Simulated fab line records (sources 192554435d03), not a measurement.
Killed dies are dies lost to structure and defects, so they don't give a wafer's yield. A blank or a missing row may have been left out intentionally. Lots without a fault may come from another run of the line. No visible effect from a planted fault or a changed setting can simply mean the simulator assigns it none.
Matching of chambers | flow n5Finfet | rieDiel-03 running N5_GATE_CUT_ETCH_37: 4 sister chambers
The step etches SOC in N2/H2, target depth 60 nm, overetch 12 nm, time 90 s. 14 wafers are shown with their chamber, then 7 later ones without.

## WAFERS, EACH WITH ITS CHAMBER
wafer  | chamber | showerheadPlenumPTorr (Torr) | oesProductAu (a.u.) | drypumpMotorCurrentA (A)
L074.3 | 3       | 2.73                         | 0.85                | 5.2
L074.4 | 2       | 2.72                         | 0.80                | 6.3
L074.6 | 0       | 2.57                         | 0.73                | 6.2
L077.3 | 2       | 2.72                         | 0.80                | 6.2
L077.5 | 0       | 2.57                         | 0.72                | 6.1
L077.6 | 1       | 2.61                         | 0.64                | 5.8
L078.2 | 2       | 2.72                         | 0.79                | 6.3
L078.4 | 3       | 2.72                         | 0.84                | 5.1
L078.6 | 0       | 2.57                         | 0.72                | 6.2
L082.2 | 2       | 2.72                         | 0.79                | 6.2
L082.5 | 1       | 2.61                         | 0.64                | 5.8
L082.6 | 2       | 2.71                         | 0.79                | 6.2
L085.1 | 2       | 2.71                         | 0.78                | 6.3
L085.2 | 0       | 2.56                         | 0.72                | 6.2

SIGNATURES, as means of the wafers listed above
reading               | chamber 0 | chamber 1 | chamber 2 | chamber 3 | scatter within a chamber
showerheadPlenumPTorr | 2.5675    | 2.6100    | 2.7167    | 2.7250    | 0.00508
oesProductAu          | 0.7225    | 0.6400    | 0.7917    | 0.8450    | 0.00639
drypumpMotorCurrentA  | 6.175     | 5.800     | 6.250     | 5.150     | 0.0524
Rule: a wafer's distance from a chamber is the root of the sum, over the readings, of the square of ((its reading less the chamber's mean) divided by the reading's scatter). If the next closest chamber is less than 2 further off than the closest, the wafer can't be placed; otherwise it belongs to the closest. The scatter is the square root of a quotient: the sum, over the shown wafers, of each reading's squared deviation from its chamber's mean, divided by wafers minus chambers.

## WAFERS WITHOUT THEIR CHAMBER
wafer  | showerheadPlenumPTorr (Torr) | oesProductAu (a.u.) | drypumpMotorCurrentA (A)
L085.3 | 2.60                         | 0.63                | 5.8
L088.3 | 2.56                         | 0.72                | 6.2
L088.5 | 2.56                         | 0.71                | 6.2
L088.6 | 2.72                         | 0.82                | 5.2
L094.2 | 2.71                         | 0.78                | 6.2
L094.3 | 2.71                         | 0.81                | 5.2
L094.4 | 2.56                         | 0.71                | 6.1

## WHICH CHAMBER EACH ONE RAN IN
wafer  | from the rows above | in truth
L085.3 | 1                   | 1
L088.3 | 0                   | 0
L088.5 | 0                   | 0
L088.6 | 3                   | 3
L094.2 | 2                   | 2
L094.3 | 3                   | 3
L094.4 | 0                   | 0
Correctly placed: 7 of 7. Number that these rows cannot place: 0. Wrongly placed: 0.
